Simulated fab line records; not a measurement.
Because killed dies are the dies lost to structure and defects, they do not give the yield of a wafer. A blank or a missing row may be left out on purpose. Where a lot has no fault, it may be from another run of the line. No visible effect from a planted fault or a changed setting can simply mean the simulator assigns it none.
Chamber matching    flow n5Finfet    N5_HKMG_FIN_STRIP_92 on rieDiel-05: 4 sister chambers
The step strips SOC in N2/H2, time 20 s. 20 wafers are shown with their chamber, then 10 later ones without.

== WAFERS WITH THEIR CHAMBER ==
wafer   chamber  showerheadPlenumPTorr (Torr)  oesProductAu (a.u.)  throttleValvePct (%)
L078.3  0        3.47                          0.72                 19.0
L078.4  2        3.10                          0.74                 18.7
L078.6  0        3.47                          0.72                 19.0
L079.1  2        3.09                          0.73                 18.7
L079.4  1        3.50                          0.77                 18.9
L079.6  2        3.10                          0.74                 18.7
L080.1  2        3.09                          0.74                 18.7
L080.2  0        3.46                          0.72                 18.9
L080.3  1        3.49                          0.77                 18.9
L082.2  0        3.46                          0.72                 19.0
L082.3  2        3.09                          0.73                 18.7
L082.6  0        3.46                          0.71                 19.0
L083.1  2        3.09                          0.73                 18.7
L083.3  1        3.49                          0.76                 18.9
L083.6  2        3.09                          0.72                 18.7
L084.1  3        3.31                          1.00                 19.6
L084.2  2        3.09                          0.73                 18.7
L084.5  1        3.49                          0.77                 18.9
L090.2  1        3.48                          0.76                 18.9
L090.3  2        3.08                          0.72                 18.8

SIGNATURES (means of the wafers above)
reading                chamber 0  chamber 1  chamber 2  chamber 3  scatter within a chamber
showerheadPlenumPTorr  3.4640     3.4900     3.0911     3.3100     0.00617
oesProductAu           0.7180     0.7660     0.7311     1.0000     0.00656
throttleValvePct       18.980     18.900     18.711     19.600     0.0325
Rule: a wafer's distance from a chamber is the root of the sum, over the readings, of the square of ((its reading less the chamber's mean) divided by the reading's scatter). The wafer belongs to the nearest chamber; if the next one is less than 2 further off, it can't be placed. The scatter: take each reading less its chamber's mean, square it, sum over the shown wafers, divide by the number of wafers less the number of chambers, and take the root.

== WAFERS MISSING THEIR CHAMBER ==
wafer   showerheadPlenumPTorr (Torr)  oesProductAu (a.u.)  throttleValvePct (%)
L090.5  3.08                          0.71                 18.8
L091.3  3.08                          0.70                 18.8
L091.4  3.48                          0.74                 18.9
L091.6  3.08                          0.71                 18.8
L093.1  3.08                          0.71                 18.8
L093.4  3.30                          0.94                 19.7
L093.6  3.30                          0.94                 19.7
L097.2  3.45                          0.94                 18.6
L097.4  3.47                          0.73                 19.0
L097.5  3.07                          0.70                 18.8

== THE CHAMBER EACH PASSED THROUGH ==
wafer    from the rows above       in truth
L090.5   2                         2
L091.3   2                         2
L091.4   can't be placed: 1 or 0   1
L091.6   2                         2
L093.1   2                         2
L093.4   3                         3
L093.6   3                         3
L097.2   1                         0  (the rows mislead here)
L097.4   0                         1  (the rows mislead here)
L097.5   2                         2
7 of 10 placed correctly. These rows do not allow placing 1 (true chamber among the candidates in 1). Wrongly placed: 2.
